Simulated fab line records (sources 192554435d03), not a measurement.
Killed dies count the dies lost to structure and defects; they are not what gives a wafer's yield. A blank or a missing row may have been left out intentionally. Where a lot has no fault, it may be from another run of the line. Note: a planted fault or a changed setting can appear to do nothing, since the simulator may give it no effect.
fab line records	flow n5_finfet	part 2 of 2: steps 5 to 6 of 6
record: lots: 24	wafers: 72	last_day: 18
route steps=1938 shown FIN_SAQP@142 FIN_CUT@165
lots with no fault: from the same line, run without faults
start_h: hours from the record's opening day to when the first of the lot's shown wafers began	wait_h: hours since the lot's step before	" the same as in the row above	L1.1+2: several wafers, shown together as one row	- no value, or no start given	* or withheld: withheld	< > ~ a bound
route shown NAME@n: names a module that has steps shown in the file, with the first one's number in the route	usual: mean and standard deviation over wafers with no fault	same: alike in all rows	chamber/n: place in a boat	sites: the reading at each site	_std_site: standard deviation across them	_edge_site: the outer-site mean with the inner-site mean subtracted	radius_mm: for every site, how far away it sits from the centre of the wafer	mask NAME#n: copy n	behind: the tool/chamber that last shaped the wafer	hold: what put the lot on hold/how long, in hours/how the hold closed	device: names the non-switching transistor (n, p or np)	end of line: tests run on the same wafers once the route is complete	where a step has no rows: the recipe by itself	killed: count of dies lost to structure and defects at first sort (not the wafer's yield)	map: a wafer's dies, x killed, . not, _ none there
set.NAME: the setting the step ran with; set.NAME@STEP: the setting that earlier step ran with	model.NAME: the simulator's own value behind a step, which no gauge read
route steps across a sampled set of lots; one table per step, one row per wafer
services: from which hour (start_h, from the record's first day; less than 0 if before it) a tool's chamber was out of use, for how many hours, and why
== steps ==
step: N5_FIN_CUT_PRECLEAN_35
recipe: time_s: 13.3	temp_c: 45	pressure_torr: 125	p_hf_torr: 3	p_coreactant_torr: 25	chemistry: vHF
usual: drypump_motor_current_A: 5.3/0.36	temp_c: 45.01/0.11
lot.wafer	tool	chamber	start_h	wait_h	drypump_motor_current_A	temp_c
L074.1	vapor_etch-01	1	29.23	0.2	5.0	45.21
L074.3	"	1	"	"	5.0	44.94
L074.5	"	1	"	"	5.0	45.15
L075.3	vapor_etch-02	1	34.67	0.1	5.1	45.29
L075.4	"	0	"	"	6.0	44.94
L075.5	"	1	"	"	5.1	45.04
L076.1	vapor_etch-01	0	41.96	0.0	5.6	44.92
L076.2	"	1	"	"	5.0	45.11
L076.4	"	1	"	"	5.0	45.15
L077.2	vapor_etch-01	1	46.84	0.0	5.0	44.99
L077.4	"	0	"	"	5.6	44.92
L077.5	"	0	"	"	5.6	45.03
L078.3	vapor_etch-01	1	52.78	0.1	5.0	44.97
L078.5	"	0	"	"	5.6	44.91
L078.6	"	1	"	"	5.0	45.10
L079.2	vapor_etch-02	0	59.74	0.0	6.0	45.13
L079.3	"	0	"	"	6.0	45.19
L079.4	"	1	"	"	5.1	44.96
L080.1	vapor_etch-01	1	68.24	0.0	5.0	44.90
L080.2	"	0	"	"	5.6	45.13
L080.4	"	0	"	"	5.6	44.91
L081.1	vapor_etch-01	1	72.96	0.0	5.0	44.99
L081.3	"	1	"	"	5.0	44.96
L081.4	"	0	"	"	5.6	45.16
L082.1	vapor_etch-01	1	79.12	0.0	5.0	45.21
L082.4	"	1	"	"	5.0	45.02
L082.6	"	0	"	"	5.6	45.06
L083.3	vapor_etch-01	0	84.63	0.1	5.6	45.00
L083.4	"	1	"	"	5.0	45.15
L083.5	"	1	"	"	5.0	45.15
L084.2	vapor_etch-01	1	87.75	0.0	5.0	45.05
L084.3	"	1	"	"	5.0	44.96
L084.6	"	1	"	"	5.0	45.05
L085.2	vapor_etch-02	1	97.15	0.1	5.1	45.20
L085.5	"	1	"	"	5.1	45.05
L085.6	"	0	"	"	6.0	45.00
L086.1	vapor_etch-02	0	101.40	0.0	6.0	45.23
L086.2	"	1	"	"	5.1	44.82
L086.6	"	1	"	"	5.1	44.77
L087.3	vapor_etch-01	0	106.02	0.1	5.6	45.01
L087.4	"	1	"	"	5.0	44.88
L087.6	"	1	"	"	5.0	44.89
L088.1	vapor_etch-01	1	114.04	0.4	5.0	44.90
L088.3	"	1	"	"	5.0	44.96
L088.4	"	0	"	"	5.6	45.01
L089.2	vapor_etch-01	0	121.33	0.0	5.6	44.91
L089.3	"	1	"	"	5.0	44.98
L089.4	"	0	"	"	5.6	44.95
L090.3	vapor_etch-01	0	126.89	0.1	5.6	44.96
L090.4	"	1	"	"	5.0	44.98
L090.6	"	1	"	"	5.0	44.90
L091.1	vapor_etch-01	1	128.89	0.0	4.9	44.99
L091.2	"	0	"	"	5.6	45.26
L091.6	"	0	"	"	5.6	44.97
L092.3	vapor_etch-01	0	136.29	0.1	5.6	45.02
L092.4	"	1	"	"	5.0	45.05
L092.5	"	1	"	"	5.0	45.03
L093.4	vapor_etch-01	1	143.74	0.6	5.0	44.88
L093.5	"	1	"	"	5.0	44.88
L093.6	"	0	"	"	5.6	45.01
L094.2	vapor_etch-02	1	148.11	0.0	5.1	45.04
L094.5	"	1	"	"	5.1	44.96
L094.6	"	0	"	"	6.0	44.85
L095.1	vapor_etch-01	1	153.59	0.0	5.0	45.04
L095.4	"	0	"	"	5.6	45.15
L095.6	"	1	"	"	5.0	45.02
L096.1	vapor_etch-01	0	160.02	0.0	5.6	44.84
L096.2	"	1	"	"	5.0	44.89
L096.4	"	1	"	"	5.0	44.95
L097.2	vapor_etch-01	0	166.52	0.0	5.6	45.11
L097.4	"	1	"	"	5.0	45.06
L097.6	"	1	"	"	5.0	45.00
step: N5_FIN_CUT_CUT_ETCH_15
recipe: chemistry: HBr/Cl2/O2	target: Si	target_depth_a: 1000	bt_time_s: 10	mask_material: SOC	time_s: 42.4	ion_energy_ev: *	bias_w: *	pressure_mtorr: 10	icp_w: 800	HBr_flow_sccm: 150	Cl2_flow_sccm: 80	O2_flow_sccm: 12
usual: HBr_flow_sccm: 149.9/0.45	O2_flow_sccm: 12.00/0.039	drypump_motor_current_A: 5.6/0.42	oes_product_au: 1.007/0.011	throttle_valve_pct: 37.1/0.33
lot.wafer	tool	chamber	start_h	wait_h	HBr_flow_sccm	O2_flow_sccm	drypump_motor_current_A	oes_product_au	rf_hours_counter_h	throttle_valve_pct
L074.1	rie_si-04	3	29.31	0.1	150.8	12.03	5.4	1.029	192	37.3
L074.3	"	2	"	"	150.1	12.03	5.8	1.018	94	36.5
L074.5	"	1	"	"	149.5	12.00	5.0	1.009	-	36.8
L075.3	rie_si-05	2	34.73	0.0	150.2	11.92	6.3	1.010	174	37.4
L075.4	"	3	"	"	149.7	12.01	5.8	0.983	77	37.1
L075.5	"	3	"	"	150.5	12.06	5.8	0.987	-	37.1
L076.1	rie_si-05	0	42.04	0.1	149.5	12.06	5.2	0.992	185	36.7
L076.2	"	3	"	"	149.9	12.01	5.8	0.977	77	37.1
L076.4	"	1	"	"	150.3	12.04	5.5	0.992	137	37.0
L077.2	rie_si-05	1	46.92	0.1	149.1	12.01	5.5	1.010	137	37.0
L077.4	"	3	"	"	150.9	12.07	5.7	0.982	78	37.1
L077.5	"	1	"	"	149.4	11.99	5.5	1.011	-	37.0
L078.3	rie_si-05	3	52.85	0.0	149.4	12.05	5.8	0.991	78	37.1
L078.5	"	2	"	"	150.0	12.05	6.3	1.012	-	37.4
L078.6	"	1	"	"	149.2	11.99	5.5	1.005	-	37.0
L079.2	rie_si-05	1	59.82	0.1	149.5	11.93	5.5	1.012	137	37.0
L079.3	"	2	"	"	150.1	11.99	6.3	1.014	175	37.4
L079.4	"	3	"	"	150.6	11.97	5.8	0.990	78	37.1
L080.1	rie_si-06	3	68.32	0.1	149.9	11.96	5.2	1.008	110	37.4
L080.2	"	2	"	"	150.3	12.01	6.4	1.004	96	37.6
L080.4	"	0	"	"	149.7	12.05	6.2	1.001	45	37.3
L081.1	rie_si-06	0	73.04	0.1	150.0	11.97	6.2	1.009	45	37.3
L081.3	"	1	"	"	149.5	12.04	5.5	0.992	138	37.1
L081.4	"	3	"	"	149.7	12.00	5.2	1.001	110	37.4
L082.1	rie_si-04	1	79.21	0.1	149.7	11.94	5.0	1.011	182	36.8
L082.4	"	0	"	"	149.4	12.00	5.7	1.008	7	37.1
L082.6	"	1	"	"	149.0	11.92	5.0	1.003	-	36.8
L083.3	rie_si-05	3	84.69	0.0	150.1	11.99	5.8	0.983	78	37.1
L083.4	"	2	"	"	149.7	11.97	6.3	1.012	175	37.4
L083.5	"	3	"	"	150.0	12.03	5.7	0.988	-	37.1
L084.2	rie_si-04	2	87.83	0.1	150.0	11.95	5.8	1.008	95	36.5
L084.3	"	3	"	"	150.0	12.01	5.4	1.025	193	37.3
L084.6	"	2	"	"	149.9	11.96	5.8	1.015	-	36.5
L085.2	rie_si-04	1	97.24	0.1	150.3	11.98	5.0	1.007	182	36.8
L085.5	"	2	"	"	150.3	11.99	5.8	0.996	-	36.5
L085.6	"	3	"	"	150.0	12.03	5.4	1.016	-	37.3
L086.1	rie_si-06	2	101.49	0.1	149.6	12.06	6.4	1.001	96	37.6
L086.2	"	0	"	"	150.8	11.97	6.2	1.001	46	37.3
L086.6	"	0	"	"	149.7	11.94	6.2	1.003	-	37.3
L087.3	rie_si-05	2	106.08	0.0	149.5	12.03	6.3	1.014	176	37.4
L087.4	"	1	"	"	150.1	12.02	5.5	1.006	-	37.0
L087.6	"	2	"	"	149.6	12.00	6.3	1.007	-	37.4
L088.1	rie_si-04	1	114.12	0.1	149.3	12.01	5.0	1.007	183	36.8
L088.3	"	2	"	"	150.1	12.06	5.8	1.011	96	36.5
L088.4	"	3	"	"	150.0	12.00	5.4	1.021	193	37.3
L089.2	rie_si-05	1	121.41	0.1	150.1	11.94	5.5	0.996	138	37.0
L089.3	"	2	"	"	149.8	12.08	6.4	1.014	176	37.4
L089.4	"	0	"	"	149.6	11.93	5.3	0.998	-	36.7
L090.3	rie_si-04	1	126.95	0.0	151.2	11.94	5.0	1.017	183	36.8
L090.4	"	0	"	"	150.6	12.05	5.7	1.012	8	37.1
L090.6	"	3	"	"	150.1	12.02	5.4	1.028	-	37.3
L091.1	rie_si-04	0	128.97	0.1	149.3	12.00	5.7	1.012	8	37.1
L091.2	"	2	"	"	149.2	12.01	5.8	1.014	96	36.5
L091.6	"	1	"	"	149.4	11.98	5.0	1.006	-	36.8
L092.3	rie_si-06	3	136.35	0.0	150.8	12.00	5.2	1.008	111	37.4
L092.4	"	0	"	"	150.1	11.99	6.2	1.006	47	37.3
L092.5	"	0	"	"	149.9	12.00	6.2	1.001	-	37.3
L093.4	rie_si-06	1	143.80	0.0	150.1	12.06	5.5	0.994	139	37.1
L093.5	"	3	"	"	149.9	12.02	5.2	1.005	-	37.4
L093.6	"	2	"	"	150.2	11.96	6.5	1.009	-	37.6
L094.2	rie_si-04	1	148.19	0.1	149.9	11.97	5.0	1.011	183	36.8
L094.5	"	0	"	"	149.8	12.10	5.7	1.015	-	37.1
L094.6	"	1	"	"	149.4	12.02	5.0	1.003	-	36.8
L095.1	rie_si-06	2	153.67	0.1	150.0	11.98	6.4	1.006	97	37.6
L095.4	"	3	"	"	150.3	12.00	5.2	1.007	112	37.4
L095.6	"	1	"	"	150.2	11.99	5.5	0.995	-	37.1
L096.1	rie_si-04	2	160.10	0.1	149.6	11.97	5.8	1.015	97	36.5
L096.2	"	0	"	"	149.4	11.98	5.7	1.009	9	37.1
L096.4	"	0	"	"	149.9	11.96	5.7	1.021	-	37.1
L097.2	rie_si-04	0	166.60	0.1	149.9	12.03	5.7	1.018	9	37.1
L097.4	"	0	"	"	150.0	12.05	5.7	1.018	-	37.1
L097.6	"	2	"	"	149.9	12.01	5.8	1.015	-	36.5
== services ==
tool	chamber	start_h	hours	kind
rie_diel-06	0	9.40	4.7	repair
rie_diel-04	2	9.80	23.6	repair
rie_si-04	-	27.12	1.9	repair
rie_diel-03	3	38.56	4.1	repair
rie_diel-01	-	42.21	28.1	pm
rie_diel-06	3	47.88	80.0	repair
rie_diel-05	2	66.22	4.1	repair
rie_diel-05	3	69.08	10.3	repair
rie_diel-01	2	72.79	5.0	repair
rie_diel-02	2	73.77	20.4	repair
rie_diel-04	0	78.53	5.9	repair
rie_diel-06	0	86.29	11.1	repair
rie_diel-01	0	95.75	14.8	repair
rie_diel-02	-	100.63	0.2	repair
rie_si-06	1	109.79	22.4	repair
rie_diel-06	1	112.38	4.0	repair
rie_si-06	2	114.05	16.0	repair
rie_si-04	1	133.78	8.0	repair
rie_diel-03	3	138.36	7.2	repair
vapor_etch-01	0	141.31	2.3	repair
rie_diel-02	3	148.52	2.5	repair
rie_si-05	-	150.78	0.8	repair
rie_diel-06	3	155.86	4.0	repair
rie_si-05	0	161.70	2.4	repair
